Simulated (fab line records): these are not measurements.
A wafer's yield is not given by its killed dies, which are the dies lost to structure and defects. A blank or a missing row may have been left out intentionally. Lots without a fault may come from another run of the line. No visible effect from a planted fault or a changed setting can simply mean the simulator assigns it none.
Split-lot trial    flow n5_finfet    21 wafers read from 7 lots, route of 1938 steps

== THE SPLIT ==
At N5_BEOL_M6_ETCH_62 (etches SOC in N2/H2, target depth 110 nm, overetch 22 nm, time 165 s), the setting time_s was moved away from the recipe's 165 s on 4 of the 21 wafers read, by -19.2% to +19.9%. The other wafers ran this setting at the recipe's value.

The split's own step is where the reading is taken.

== THE READING ==
SiARC_of_BEOL_M6_COAT_60.thk_nm (the simulator's own value, which no gauge read), in nm, at N5_BEOL_M6_ETCH_62 (etches SOC in N2/H2, target depth 110 nm, overetch 22 nm, time 165 s). No usual value for it is given in the file. Across the 17 wafers here that went through the recipe, the average is 28.4 nm and the standard deviation 0.18 nm.

wafer   tool, chamber at the split  time_s as run, s  against the recipe  SiARC_of_BEOL_M6_COAT_60.thk_nm, nm  against lot-mates on the recipe
L078.2  rie_diel-06, 0              165               recipe              28.4                                 -
L078.5  rie_diel-06, 0              165               recipe              28.6                                 -
L078.6  rie_diel-06, 1              165               recipe              28.2                                 -
L081.1  rie_diel-06, 3              133.4             -19.2%              29.8                                 +1.2
L081.3  rie_diel-06, 1              133.4             -19.2%              29.8                                 +1.2
L081.4  rie_diel-06, 0              165               recipe              28.6                                 -
L080.2  rie_diel-06, 1              165               recipe              28.2                                 -
L080.4  rie_diel-06, 0              165               recipe              28.4                                 -
L080.5  rie_diel-06, 0              165               recipe              28.6                                 -
L082.1  rie_diel-03, 0              165               recipe              28.6                                 -
L082.3  rie_diel-03, 3              165               recipe              28                                   -
L082.4  rie_diel-03, 1              175.3             +6.2%               28.2                                 -0.1
L084.1  rie_diel-01, 3              165               recipe              28.6                                 -
L084.2  rie_diel-01, 1              165               recipe              28.6                                 -
L084.5  rie_diel-01, 3              197.8             +19.9%              27.2                                 -1.4
L093.3  rie_diel-01, 2              165               recipe              28.4                                 -
L093.4  rie_diel-01, 3              165               recipe              28.4                                 -
L093.5  rie_diel-01, 3              165               recipe              28.4                                 -
L094.2  rie_diel-06, 2              165               recipe              28.6                                 -
L094.3  rie_diel-06, 3              165               recipe              28.4                                 -
L094.4  rie_diel-06, 1              165               recipe              28.2                                 -

THE FIT
A straight line over all 21 wafers: SiARC_of_BEOL_M6_COAT_60.thk_nm changes by -0.0669 nm for each +1% of time_s; r = -0.95; the points scatter about the line by 0.18 nm.
The same after taking each lot's own level away (the mean of its wafers on the recipe; 21 wafers): -0.0637 nm for each +1%; r = -0.95; scatter 0.17 nm.
Per that fit: largest time_s move, reading shift of 1.3 nm.
The span of the lots' own levels, 28.30 to 28.60 nm, comes to 1.7 times the standard deviation stated above.
The two slopes agree, so the slope changes little with the lot-to-lot level.
Check: -1.16 nm against its lot-mates is what the line predicts for one of the wafers moved furthest among these (+19.9%) when that wafer is left out of the fit. Against them it came out at -1.4 nm.

== ADDITIONAL SPLITS CARRIED BY THESE WAFERS ==
Before the reading, these wafers also passed through other splits. Each is held against what the fit with the lots' levels taken away leaves over:
other split on the same wafers  wafers away from the commonest value  r with SiARC_of_BEOL_M6_COAT_60.thk_nm (lot level and that fit taken away)
N5_BEOL_M5_ETCH_72 bias_w       8                                     +0.06
N5_BEOL_M6_EXPOSE_08 dose_mj    9                                     +0.14

== THE WHOLE CHAIN: every reading that the file lists as answering this split, in the file's order ==
step                   what it does                                                          reading                                                                           change (the file's fit)                                                           r (the file's)
N5_BEOL_M6_ETCH_62     etches SOC in N2/H2, target depth 110 nm, overetch 22 nm, time 165 s  SiARC_of_BEOL_M6_COAT_60.thk_nm (the simulator's own value, which no gauge read)  -0.0642 nm for each +1% of the setting                                            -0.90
N5_BEOL_M6_HM_OPEN_17  chemistry Cl2/BCl3, target TiN, target depth 20 nm, overetch 6 nm     etch.depth_nm (the simulator's own value, which no gauge read)                    not straight: 20 at the lowest setting, 19.95 at the recipe, 16.7 at the highest  not given

== THE FILE'S OWN FIT ==
SiARC_of_BEOL_M6_COAT_60.thk_nm changes by -0.0642 nm for each +1% of time_s, r = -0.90.
